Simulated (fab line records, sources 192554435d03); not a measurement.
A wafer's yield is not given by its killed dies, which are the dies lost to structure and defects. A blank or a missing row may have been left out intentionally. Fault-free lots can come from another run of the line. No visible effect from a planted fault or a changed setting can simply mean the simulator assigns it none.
fab line records ; flow n5Finfet
record: lots: 7; wafers: 21; lastDay: 17
route steps=1938 shown BEOL_M6@1200
lots that met no fault: from a run of the same line without faults
startH: the number of hours between the record's first day and the start of the first shown wafer of the lot ; waitH: how many hours have passed since the lot's step before this one ; " as in the row above ; L1.1+2: a row that stands for several wafers ; - no value present, or no start provided ; * or withheld: withheld ; < > ~ a bound
route shown NAME@n: a module of which the file shows steps, and the number in the route of the first ; usual: the fault-free wafers' mean and standard deviation ; same: alike in all rows ; chamber/n: place in a boat ; sites: each site's reading ; _std_site: their standard deviation ; _edge_site: the outer-site mean with the inner-site mean subtracted ; radiusMm: how far each site lies from the wafer's centre ; mask NAME#n: copy n ; behind: tool/chamber where the wafer was last shaped ; hold: why the lot went on hold/how many hours it stayed there/how the hold came to an end ; device: whichever transistor did not switch (one of n, p or np) ; end of line: the route-end tests of the same wafers ; a step with no rows: only its recipe ; killed: at the first sort, the dies lost to defects and structure; wafer yield is something else ; map: dies across one wafer; x = killed, . = not, _ = none there
set.NAME: the run value of the setting; set.NAME@STEP: its run value at that earlier step ; model.NAME: the simulator's own value behind a step, which no gauge read
lots seen at some steps along the route; tables by step, rows by wafer
services: from which hour (startH, from the record's first day; less than 0 if before it) a tool's chamber was out of use, for how many hours, and why
== steps ==
step: N5_BEOL_M6_COAT_60
recipe: resist: SiARC; tempC: 220; timeS: 60; spinRpm: 1500; resistThkNm: 35
step: N5_BEOL_M6_COAT_05
recipe: resist: CAR-ArF; spinRpm: 1500; resistThkNm: 90
step: N5_BEOL_M6_EBR_07
recipe: solvent: PGMEA; ebrWidthMm: 1.5
step: N5_BEOL_M6_SOFTBAKE_06
recipe: tempC: 110; timeS: 60; resist: CAR-ArF
step: N5_BEOL_M6_EXPOSE_08
recipe: maskId: M6; na: 1.35; sourceShape: dipole; sigmaInner: 0.817; sigmaOuter: 0.97; polarization: te; doseMj: 68.25
step: N5_BEOL_M6_PEB_09
recipe: pebTempC: withheld; pebTimeS: 60; resist: CAR-ArF
step: N5_BEOL_M6_DEVELOP_10
recipe: developTimeS: 30; developer: TMAH; resist: CAR-ArF; rinseLiquid: diw; dry: airSpin; devTempC: 23
step: N5_BEOL_M6_CD_MEAS_11
recipe: targetCdNm: 38.5; landingEnergyEv: 500; detector: seInlens; polarity: opening
usual: cdNm: 38.5/0.5
lot.wafer;tool;chamber;startH;waitH;cdNm
L223.1;cdSem-03;0;205.87;-;38.7
L223.2;cdSem-03;0;205.87;-;38.9
L223.5;cdSem-03;0;205.87;-;38.9
L225.3;cdSem-03;0;207.78;-;37.7
L225.4;cdSem-03;0;207.78;-;38.2
L225.6;cdSem-03;0;207.78;-;38.2
L226.2;cdSem-03;0;216.78;-;38.8
L226.4;cdSem-03;0;216.78;-;38.6
L226.6;cdSem-03;0;216.78;-;38.0
L235.2;cdSem-03;0;273.78;-;38.4
L235.3;cdSem-03;0;273.78;-;38.4
L235.4;cdSem-03;0;273.78;-;38.2
L240.1;cdSem-03;0;304.54;-;38.4
L240.3;cdSem-03;0;304.54;-;37.9
L240.4;cdSem-03;0;304.54;-;39.3
L241.1;cdSem-01;0;320.36;-;38.4
L241.5;cdSem-01;0;320.36;-;37.8
L241.6;cdSem-01;0;320.36;-;38.1
L244.1;cdSem-01;0;327.18;-;38.6
L244.3;cdSem-01;0;327.18;-;39.0
L244.6;cdSem-01;0;327.18;-;38.7
step: N5_BEOL_M6_OVL_MEAS_12
recipe: pointsPerWafer: 44
usual: M6_OVL: -0.1/0.71
lot.wafer;tool;chamber;startH;waitH;M6_OVL[nm]
L223.1;overlay-01;0;205.90;0.0;-1.6
L223.2;overlay-01;0;205.90;0.0;-0.3
L223.5;overlay-01;0;205.90;0.0;-1.7
L225.3;overlay-01;0;207.81;0.0;-1.3
L225.4;overlay-01;0;207.81;0.0;0.6
L225.6;overlay-01;0;207.81;0.0;0.6
L226.2;overlay-02;0;216.81;0.0;0.0
L226.4;overlay-02;0;216.81;0.0;-0.1
L226.6;overlay-02;0;216.81;0.0;0.5
L235.2;overlay-02;0;273.81;0.0;-0.4
L235.3;overlay-02;0;273.81;0.0;-0.2
L235.4;overlay-02;0;273.81;0.0;-0.9
L240.1;overlay-02;0;304.57;0.0;0.1
L240.3;overlay-02;0;304.57;0.0;0.9
L240.4;overlay-02;0;304.57;0.0;0.7
L241.1;overlay-02;0;320.39;0.0;-0.7
L241.5;overlay-02;0;320.39;0.0;-0.5
L241.6;overlay-02;0;320.39;0.0;-0.1
L244.1;overlay-02;0;327.21;0.0;0.1
L244.3;overlay-02;0;327.21;0.0;-0.6
L244.6;overlay-02;0;327.21;0.0;-0.7
step: N5_BEOL_M6_INSPECT_13
recipe: mode: adi; inspectInstrument: brightfield
usual: rawDefectCount: 428/100
lot.wafer;tool;chamber;startH;waitH;rawDefectCount
L223.1;defectInspect-02;-;205.93;0.0;564
L223.2;defectInspect-02;-;205.93;0.0;449
L223.5;defectInspect-02;-;205.93;0.0;507
L225.3;defectInspect-01;-;207.83;0.0;353
L225.4;defectInspect-01;-;207.83;0.0;524
L225.6;defectInspect-01;-;207.83;0.0;583
L226.2;defectInspect-02;-;216.83;0.0;330
L226.4;defectInspect-02;-;216.83;0.0;296
L226.6;defectInspect-02;-;216.83;0.0;438
L235.2;defectInspect-02;-;273.83;0.0;334
L235.3;defectInspect-02;-;273.83;0.0;484
L235.4;defectInspect-02;-;273.83;0.0;469
L240.1;defectInspect-02;-;304.60;0.0;531
L240.3;defectInspect-02;-;304.60;0.0;440
L240.4;defectInspect-02;-;304.60;0.0;369
L241.1;defectInspect-01;-;320.41;0.0;504
L241.5;defectInspect-01;-;320.41;0.0;438
L241.6;defectInspect-01;-;320.41;0.0;448
L244.1;defectInspect-01;-;327.23;0.0;481
L244.3;defectInspect-01;-;327.23;0.0;351
L244.6;defectInspect-01;-;327.23;0.0;512
step: N5_BEOL_M6_DESCUM_16
recipe: chemistry: O2; timeS: 7.9; sourcePowerW: 50; biasPowerW: 20; pressureMtorr: 20; rfFrequencyHz: 2.712e+07; tempC: 40; resist: CAR-ArF; o2FlowSccm: 225
usual: biasPowerW: 20.01/0.053; drypumpMotorCurrentA: 5.9/0.37; oesProductAu: 0.83/0.076; rfVppV: 243.4/1.4; showerheadPlenumPTorr: 2.12/0.063; throttleValvePct: 20.48/0.23
lot.wafer;tool;chamber;startH;waitH;biasPowerW;drypumpMotorCurrentA;oesProductAu;rfHoursCounterH;rfVppV;showerheadPlenumPTorr;throttleValvePct
L223.1;rieDiel-02;0;205.96;0.0;19.99;6.0;0.83;69;243.8;2.12;20.22
L223.2;rieDiel-02;1;205.96;0.0;20.03;5.5;0.71;217;245.0;2.16;20.79
L223.5;rieDiel-02;3;205.96;0.0;20.02;5.5;0.87;-;243.9;2.16;20.15
L225.3;rieDiel-06;3;207.87;0.0;20.08;5.4;0.68;215;242.8;2.06;20.74
L225.4;rieDiel-06;1;207.87;0.0;20.05;6.5;0.91;27;242.2;2.15;20.70
L225.6;rieDiel-06;3;207.87;0.0;19.98;5.4;0.68;-;243.3;2.06;20.74
L226.2;rieDiel-06;3;217.50;0.7;19.99;5.4;0.68;219;242.8;2.06;20.75
L226.4;rieDiel-06;0;217.50;0.7;19.96;6.2;0.87;40;243.2;2.05;20.64
L226.6;rieDiel-06;2;217.50;0.7;20.02;5.7;0.86;-;242.7;2.03;20.30
L235.2;rieDiel-01;3;273.87;0.0;19.96;5.3;0.84;61;245.2;2.23;20.70
L235.3;rieDiel-01;2;273.87;0.0;20.05;5.9;1.02;0;244.6;2.16;20.34
L235.4;rieDiel-01;0;273.87;0.0;19.99;6.0;0.82;83;244.2;2.21;20.41
L240.1;rieDiel-06;0;304.63;0.0;20.07;6.2;0.83;70;243.2;2.04;20.66
L240.3;rieDiel-06;2;304.63;0.0;19.91;5.7;0.82;86;243.3;2.02;20.33
L240.4;rieDiel-06;1;304.63;0.0;19.90;6.5;0.86;-;244.8;2.14;20.76
L241.1;rieDiel-02;3;320.45;0.0;19.96;5.5;0.80;70;242.2;2.14;20.23
L241.5;rieDiel-02;3;320.45;0.0;20.01;5.5;0.81;-;242.5;2.15;20.23
L241.6;rieDiel-02;2;320.45;0.0;20.06;6.2;0.83;-;243.5;2.11;20.18
L244.1;rieDiel-02;2;327.26;0.0;20.04;6.2;0.82;97;242.8;2.11;20.17
L244.3;rieDiel-02;3;327.26;0.0;20.04;5.5;0.80;72;242.8;2.14;20.23
L244.6;rieDiel-02;3;327.26;0.0;19.96;5.5;0.80;-;244.1;2.14;20.22
step: N5_BEOL_M6_ETCH_61
recipe: chemistry: CF4; target: SiARC; targetDepthA: 455; maskMaterial: CAR-ArF; timeS: 75.8; ionEnergyEv: 80; pressureMtorr: 40; sourceW: 545; biasW: 36; Ar_flow_sccm: 100; cf4FlowSccm: 100; ends: cleared
usual: biasW: 36.00/0.12; cf4FlowSccm: 100.0/0.31; drypumpMotorCurrentA: 5.9/0.37; etchRfOnTimeS: 76.0/1.4; oesProductAu: 0.71/0.064; rfVppV: 184.3/1.1; showerheadPlenumPTorr: 2.16/0.057; throttleValvePct: 15.57/0.27
lot.wafer;tool;chamber;startH;waitH;biasW;cf4FlowSccm;drypumpMotorCurrentA;etchRfOnTimeS;oesProductAu;rfHoursCounterH;rfVppV;showerheadPlenumPTorr;throttleValvePct
L223.1;rieDiel-02;0;206.00;0.0;36.02;100.5;6.0;77.6;0.70;70;185.3;2.16;15.34
L223.2;rieDiel-02;1;206.00;0.0;35.90;100.3;5.5;78.5;0.60;217;185.3;2.21;16.09
L223.5;rieDiel-02;3;206.00;0.0;36.06;100.1;5.5;77.6;0.74;-;184.2;2.19;15.16
L225.3;rieDiel-06;3;207.90;0.0;35.92;100.2;5.4;77.2;0.58;215;184.7;2.12;15.97
L225.4;rieDiel-06;1;207.90;0.0;36.12;99.9;6.5;77.0;0.76;27;183.8;2.18;15.69
L225.6;rieDiel-06;3;207.90;0.0;35.86;100.5;5.4;77.3;0.58;-;184.9;2.12;15.96
L226.2;rieDiel-06;3;217.54;0.0;35.88;99.8;5.4;77.9;0.58;219;183.3;2.12;16.00
L226.4;rieDiel-06;0;217.54;0.0;35.93;99.6;6.2;73.9;0.74;40;183.4;2.09;15.66
L226.6;rieDiel-06;2;217.54;0.0;36.10;99.6;5.7;75.8;0.74;-;184.2;2.09;15.46
L235.2;rieDiel-01;3;273.90;0.0;36.06;99.6;5.3;73.7;0.72;61;184.7;2.27;15.75
L235.3;rieDiel-01;2;273.90;0.0;35.93;100.1;5.9;75.5;0.86;0;185.2;2.18;15.30
L235.4;rieDiel-01;0;273.90;0.0;35.81;99.8;6.0;74.5;0.70;83;186.1;2.25;15.50
L240.1;rieDiel-06;0;304.67;0.0;35.92;99.7;6.2;73.6;0.72;70;181.8;2.09;15.75
L240.3;rieDiel-06;2;304.67;0.0;36.20;100.0;5.7;75.4;0.70;86;183.5;2.08;15.54
L240.4;rieDiel-06;1;304.67;0.0;35.94;99.7;6.5;76.4;0.72;-;183.9;2.17;15.73
L241.1;rieDiel-02;3;320.48;0.0;36.16;100.0;5.5;77.3;0.69;70;184.7;2.17;15.25
L241.5;rieDiel-02;3;320.48;0.0;36.00;99.5;5.5;76.5;0.69;-;184.2;2.17;15.23
L241.6;rieDiel-02;2;320.48;0.0;35.91;99.7;6.2;75.8;0.70;-;183.9;2.14;15.23
L244.1;rieDiel-02;2;327.30;0.0;35.84;99.6;6.2;75.4;0.70;97;185.3;2.14;15.23
L244.3;rieDiel-02;3;327.30;0.0;36.05;100.3;5.5;77.1;0.68;72;184.0;2.17;15.24
L244.6;rieDiel-02;3;327.30;0.0;36.02;100.0;5.5;77.4;0.68;-;184.9;2.17;15.24
step: N5_BEOL_M6_ETCH_62
recipe: chemistry: N2/H2; target: SOC; targetDepthA: 1100; overetchA: 220; maskMaterial: SiARC; tempC: 40; timeS: 165; ionEnergyEv: 200; pressureMtorr: 30; sourceW: 840; biasW: 150; n2FlowSccm: 200; h2FlowSccm: 200
usual: biasW: 150.0/0.41; chamberPressureMTorr: 29.996/0.029; drypumpMotorCurrentA: 5.9/0.38; h2FlowSccm: 200.0/0.58; oesProductAu: 0.70/0.061; rfVppV: 524.4/2.1; showerheadPlenumPTorr: 2.56/0.067; throttleValvePct: 17.81/0.23
lot.wafer;tool;chamber;startH;waitH;biasW;chamberPressureMTorr;drypumpMotorCurrentA;h2FlowSccm;oesProductAu;rfHoursCounterH;rfVppV;showerheadPlenumPTorr;throttleValvePct;model.CAR-ArF_of_BEOL_M6_COAT_05.thkNm;model.SiARC_of_BEOL_M6_COAT_60.thkNm
L223.1;rieDiel-02;0;206.05;0.0;-;-;-;-;-;-;-;-;-;51;35
L223.2;rieDiel-02;1;206.05;0.0;-;-;-;-;-;-;-;-;-;50.8;35
L223.5;rieDiel-02;3;206.05;0.0;-;-;-;-;-;-;-;-;-;51;35
L225.3;rieDiel-06;3;207.96;0.0;-;-;-;-;-;-;-;-;-;50.8;35.2
L225.4;rieDiel-06;1;207.96;0.0;-;-;-;-;-;-;-;-;-;50.4;35.2
L225.6;rieDiel-06;3;207.96;0.0;-;-;-;-;-;-;-;-;-;50.6;35
L226.2;rieDiel-06;3;217.60;0.0;-;-;-;-;-;-;-;-;-;51.6;35
L226.4;rieDiel-06;0;217.60;0.0;-;-;-;-;-;-;-;-;-;51.2;35
L226.6;rieDiel-06;2;217.60;0.0;-;-;-;-;-;-;-;-;-;51.4;35
L235.2;rieDiel-01;3;273.96;0.0;150.7;29.950;5.3;200.3;0.70;61;527.8;2.67;17.88;0;28.2
L235.3;rieDiel-01;2;273.96;0.0;150.5;29.965;5.9;200.3;0.86;0;526.3;2.59;17.50;0;28.2
L235.4;rieDiel-01;0;273.96;0.0;150.4;29.994;6.1;200.3;0.69;83;527.8;2.69;17.80;0;28.4
L240.1;rieDiel-06;0;304.72;0.0;149.7;29.978;6.2;199.9;0.70;70;522.4;2.47;18.10;0;28
L240.3;rieDiel-06;2;304.72;0.0;151.2;29.978;5.7;200.3;0.70;86;522.5;2.47;17.87;0;28.2
L240.4;rieDiel-06;1;304.72;0.0;149.7;30.015;6.5;199.5;0.71;-;524.6;2.58;17.95;0;28.4
L241.1;rieDiel-02;3;320.54;0.0;150.3;29.958;5.5;200.1;0.69;70;524.3;2.58;17.57;0;28.6
L241.5;rieDiel-02;3;320.54;0.0;149.8;29.986;5.5;199.5;0.70;-;524.3;2.58;17.58;0;28.6
L241.6;rieDiel-02;2;320.54;0.0;149.6;29.945;6.2;200.7;0.69;-;524.7;2.56;17.44;0;28
L244.1;rieDiel-02;2;327.36;0.0;149.8;30.053;6.2;199.7;0.69;97;522.8;2.56;17.44;0;28
L244.3;rieDiel-02;3;327.36;0.0;150.1;29.977;5.5;200.5;0.68;72;524.1;2.58;17.56;0;28.4
L244.6;rieDiel-02;3;327.36;0.0;149.9;30.009;5.5;199.7;0.69;-;524.1;2.58;17.58;0;28.4
step: N5_BEOL_M6_STRIP_68
recipe: chemistry: N2/H2; tempC: 40; n2FlowSccm: 200; h2FlowSccm: 200; rfFrequencyHz: 6e+07
step: N5_BEOL_M6_STRIP_67
recipe: chemistry: CF4; resist: SiARC; powerW: 300; biasPowerW: 75; pressureMtorr: 50; cf4FlowSccm: 150; rfFrequencyHz: 6e+07
usual: biasPowerW: 75.01/0.23; drypumpMotorCurrentA: 5.9/0.38; oesProductAu: 0.83/0.072; rfVppV: 271.5/1.2; showerheadPlenumPTorr: 1.81/0.05; throttleValvePct: 13.52/0.28
lot.wafer;tool;chamber;startH;waitH;biasPowerW;drypumpMotorCurrentA;oesProductAu;rfHoursCounterH;rfVppV;showerheadPlenumPTorr;throttleValvePct
L223.1;rieDiel-02;0;206.20;0.0;74.90;6.0;0.84;70;272.4;1.80;13.30
L223.2;rieDiel-02;1;206.20;0.0;74.74;5.5;0.72;217;271.3;1.85;14.08
L223.5;rieDiel-02;3;206.20;0.0;74.88;5.5;0.87;-;274.4;1.83;13.11
L225.3;rieDiel-06;3;208.10;0.0;75.42;5.4;0.68;215;271.6;1.78;13.98
L225.4;rieDiel-06;1;208.10;0.0;75.09;6.5;0.88;27;270.8;1.83;13.62
L225.6;rieDiel-06;3;208.10;0.0;75.37;5.4;0.69;-;272.0;1.78;13.96
L226.2;rieDiel-06;3;217.74;0.0;74.85;5.4;0.68;219;271.6;1.78;13.98
L226.4;rieDiel-06;0;217.74;0.0;75.12;6.2;0.86;40;270.8;1.76;13.60
L226.6;rieDiel-06;2;217.74;0.0;75.13;5.7;0.87;-;269.4;1.75;13.40
L235.2;rieDiel-01;3;274.10;0.0;74.76;5.3;0.83;61;274.0;1.90;13.68
L235.3;rieDiel-01;2;274.10;0.0;75.03;5.9;1.01;0;272.4;1.82;13.24
L235.4;rieDiel-01;0;274.10;0.0;74.95;6.0;0.81;83;273.4;1.89;13.52
L240.1;rieDiel-06;0;304.87;0.0;74.62;6.2;0.83;70;269.0;1.75;13.66
L240.3;rieDiel-06;2;304.87;0.0;75.10;5.7;0.82;86;269.0;1.74;13.48
L240.4;rieDiel-06;1;304.87;0.0;74.89;6.5;0.85;-;270.8;1.82;13.69
L241.1;rieDiel-02;3;320.69;0.0;74.74;5.5;0.81;70;271.4;1.82;13.21
L241.5;rieDiel-02;3;320.69;0.0;74.92;5.5;0.81;-;271.3;1.82;13.21
L241.6;rieDiel-02;2;320.69;0.0;75.49;6.2;0.82;-;272.6;1.79;13.22
L244.1;rieDiel-02;2;327.50;0.0;75.42;6.2;0.82;97;270.6;1.79;13.22
L244.3;rieDiel-02;3;327.50;0.0;74.53;5.5;0.80;72;271.0;1.82;13.20
L244.6;rieDiel-02;3;327.50;0.0;74.83;5.5;0.81;-;272.1;1.82;13.19
step: N5_BEOL_M6_HM_OPEN_17
recipe: chemistry: Cl2/BCl3; targetDepthA: 200; overetchA: 60; target: TiN; maskMaterial: SOC; ionEnergyEv: 150; pressureMtorr: 10; icpW: 1000; biasW: 126; Cl2_flow_sccm: 53.25; bcl3FlowSccm: 21.75; Ar_flow_sccm: 25
usual: drypumpMotorCurrentA: 5.78/0.22; oesProductAu: 0.66/0.048; throttleValvePct: 22.10/0.25
lot.wafer;tool;chamber;startH;waitH;drypumpMotorCurrentA;oesProductAu;rfHoursCounterH;throttleValvePct
L223.1;rieMetal-03;0;206.24;0.0;6.00;0.28;60;22.52
L223.2;rieMetal-03;1;206.24;0.0;6.01;0.35;5;23.11
L223.5;rieMetal-03;1;206.24;0.0;6.04;0.34;-;23.10
L225.3;rieMetal-02;1;208.18;0.1;5.46;0.29;-;22.63
L225.4;rieMetal-02;0;208.18;0.1;5.63;0.29;-;22.66
L225.6;rieMetal-02;1;208.18;0.1;5.44;0.28;-;22.63
L226.2;rieMetal-02;1;217.78;0.0;5.46;0.29;42;22.65
L226.4;rieMetal-02;1;217.78;0.0;5.46;0.28;-;22.64
L226.6;rieMetal-02;0;217.78;0.0;5.61;0.29;-;22.67
L235.2;rieMetal-03;1;274.15;0.0;6.04;0.76;10;22.46
L235.3;rieMetal-03;1;274.15;0.0;6.05;0.76;-;22.46
L235.4;rieMetal-03;0;274.15;0.0;6.01;0.62;-;21.87
L240.1;rieMetal-03;1;304.91;0.0;6.06;0.73;13;22.45
L240.3;rieMetal-03;1;304.91;0.0;6.07;0.73;-;22.48
L240.4;rieMetal-03;0;304.91;0.0;6.03;0.61;-;21.90
L241.1;rieMetal-01;1;320.74;0.0;5.81;0.64;52;22.51
L241.5;rieMetal-01;0;320.74;0.0;5.86;0.64;-;21.83
L241.6;rieMetal-01;1;320.74;0.0;5.77;0.63;-;22.51
L244.1;rieMetal-02;0;327.54;0.0;5.62;0.64;42;22.05
L244.3;rieMetal-02;1;327.54;0.0;5.46;0.62;-;22.01
L244.6;rieMetal-02;0;327.54;0.0;5.64;0.64;-;22.05
step: N5_BEOL_M6_STRIP_19
recipe: chemistry: O2; powerW: 400; tempC: 40; pressureMtorr: 30; rfFrequencyHz: 6e+07; biasPowerW: 0; overashFraction: 0.2; o2FlowSccm: 225
usual: drypumpMotorCurrentA: 5.9/0.37; oesProductAu: 0.83/0.079; rfVppV: 3.6/0.61; showerheadPlenumPTorr: 2.12/0.061; throttleValvePct: 16.68/0.26
same: biasPowerW: 0
lot.wafer;tool;chamber;startH;waitH;drypumpMotorCurrentA;oesProductAu;rfHoursCounterH;rfVppV;showerheadPlenumPTorr;throttleValvePct
L223.1;rieDiel-06;1;206.46;0.2;6.5;0.90;27;2.9;2.16;16.87
L223.2;rieDiel-06;2;206.46;0.2;5.7;0.86;51;3.6;2.04;16.49
L223.5;rieDiel-06;0;206.46;0.2;6.2;0.88;-;4.3;2.05;16.74
L225.3;rieDiel-06;2;208.26;0.1;5.7;0.86;51;4.3;2.04;16.50
L225.4;rieDiel-06;1;208.26;0.1;6.5;0.92;27;3.4;2.16;16.85
L225.6;rieDiel-06;2;208.26;0.1;5.7;0.86;-;4.2;2.04;16.49
L226.2;rieDiel-02;2;217.95;0.1;6.2;0.88;58;4.0;2.13;16.33
L226.4;rieDiel-02;3;217.95;0.1;5.5;0.87;33;3.3;2.16;16.36
L226.6;rieDiel-02;0;217.95;0.1;6.0;0.83;-;3.5;2.12;16.48
L235.2;rieDiel-01;1;274.41;0.2;6.1;0.88;31;3.5;2.06;16.57
L235.3;rieDiel-01;3;274.41;0.2;5.3;0.84;61;3.9;2.23;16.86
L235.4;rieDiel-01;0;274.41;0.2;6.0;0.81;84;4.3;2.22;16.61
L240.1;rieDiel-06;1;305.02;0.1;6.5;0.86;60;3.5;2.14;16.92
L240.3;rieDiel-06;0;305.02;0.1;6.2;0.83;70;5.4;2.04;16.84
L240.4;rieDiel-06;0;305.02;0.1;6.2;0.83;-;4.5;2.04;16.82
L241.1;rieDiel-06;0;320.86;0.1;6.2;0.83;77;3.0;2.04;16.86
L241.5;rieDiel-06;2;320.86;0.1;5.7;0.81;-;3.3;2.02;16.56
L241.6;rieDiel-06;1;320.86;0.1;6.6;0.84;-;3.1;2.14;16.95
L244.1;rieDiel-06;1;327.65;0.1;6.5;0.86;69;3.5;2.14;16.95
L244.3;rieDiel-06;0;327.65;0.1;6.2;0.82;79;3.3;2.04;16.84
L244.6;rieDiel-06;2;327.65;0.1;5.6;0.81;-;3.4;2.02;16.56
step: N5_BEOL_M6_CD_MEAS_18
recipe: pitchNm: 80; targetCdNm: 40
usual: cdNm: 40.0/0.55
lot.wafer;tool;chamber;startH;waitH;cdNm
L223.1;cdSem-03;-;206.53;0.0;-
L223.2;cdSem-03;-;206.53;0.0;-
L223.5;cdSem-03;-;206.53;0.0;-
L225.3;cdSem-01;-;208.33;0.1;-
L225.4;cdSem-01;-;208.33;0.1;-
L225.6;cdSem-01;-;208.33;0.1;-
L226.2;cdSem-02;-;218.02;0.1;-
L226.4;cdSem-02;-;218.02;0.1;-
L226.6;cdSem-02;-;218.02;0.1;-
L235.2;cdSem-03;-;274.48;0.1;40.1
L235.3;cdSem-03;-;274.48;0.1;39.0
L235.4;cdSem-03;-;274.48;0.1;39.9
L240.1;cdSem-03;-;305.09;0.0;39.8
L240.3;cdSem-03;-;305.09;0.0;39.4
L240.4;cdSem-03;-;305.09;0.0;40.5
L241.1;cdSem-02;-;320.93;0.0;40.4
L241.5;cdSem-02;-;320.93;0.0;39.5
L241.6;cdSem-02;-;320.93;0.0;40.0
L244.1;cdSem-01;-;327.72;0.0;40.0
L244.3;cdSem-01;-;327.72;0.0;40.6
L244.6;cdSem-01;-;327.72;0.0;40.2
step: N5_BEOL_M6_COAT_63
recipe: resist: SOC; tempC: 250; timeS: 60; spinRpm: 1500; resistThkNm: 60
== services ==
tool;chamber;startH;hours;kind
rieMetal-03;-;185.18;1.4;pm
rieDiel-01;-;189.34;0.3;repair
rieMetal-03;-;211.04;2.8;pm
rieDiel-01;2;218.92;9.9;repair
rieDiel-02;0;219.88;3.8;repair
rieDiel-01;2;254.45;7.3;repair
rieDiel-01;2;261.77;-;clean
rieDiel-01;2;261.77;-;consumableReplace:focusRing
rieDiel-01;2;261.77;11.2;scheduledDown
rieDiel-01;2;261.77;11.2;ventCycle
rieMetal-02;0;279.63;9.4;repair
rieDiel-02;1;302.20;-;clean
rieDiel-02;1;302.20;-;consumableReplace:focusRing
rieDiel-02;1;302.20;17.0;scheduledDown
rieDiel-02;1;302.20;17.0;ventCycle
rieDiel-06;3;303.32;-;clean
rieDiel-06;3;303.32;-;consumableReplace:focusRing
rieDiel-06;3;303.32;15.4;scheduledDown
rieDiel-06;3;303.32;15.4;ventCycle
rieDiel-01;2;315.73;7.1;repair
== key ==
firstSign: step: N5_BEOL_M6_ETCH_62; reading: toolRecord; direction: missing
effect: step: N5_BEOL_M6_HM_OPEN_17; reading: oesProductAu; direction: down; sigmas: 7.6; usual: 0.66; struck: 0.30
effect: step: N5_BEOL_M6_CD_MEAS_18; reading: cdNm; direction: missing
modelEffect: step: N5_BEOL_M6_ETCH_62; value: CAR-ArF_of_BEOL_M6_COAT_05.thkNm; without: 0; struck: 50.98
metAt N5_BEOL_M6_ETCH_62
struckWafers L223.1,L223.2,L223.5,L225.3,L225.4,L225.6,L226.2,L226.4,L226.6
laterRowsLeftOut L223.1,L223.2,L223.5,L225.3,L225.4,L225.6,L226.2,L226.4,L226.6
sortLeftOut L223.1,L223.2,L223.5,L225.3,L225.4,L225.6,L226.2,L226.4,L226.6
fault: kind: skippedStepWhole; tool: rieDiel-02,rieDiel-06; chamber: -; onsetH: 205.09; steps: N5_BEOL_M6_ETCH_62; scope: struckLotsOnly
sortLeftOut: the simulated sort isn't trusted on such a fault, so these wafers' sort isn't shown, and their yield isn't known
laterRowsLeftOut: the simulator's readings of these wafers behind a module that went badly wrong aren't trusted and aren't shown, but for the sort
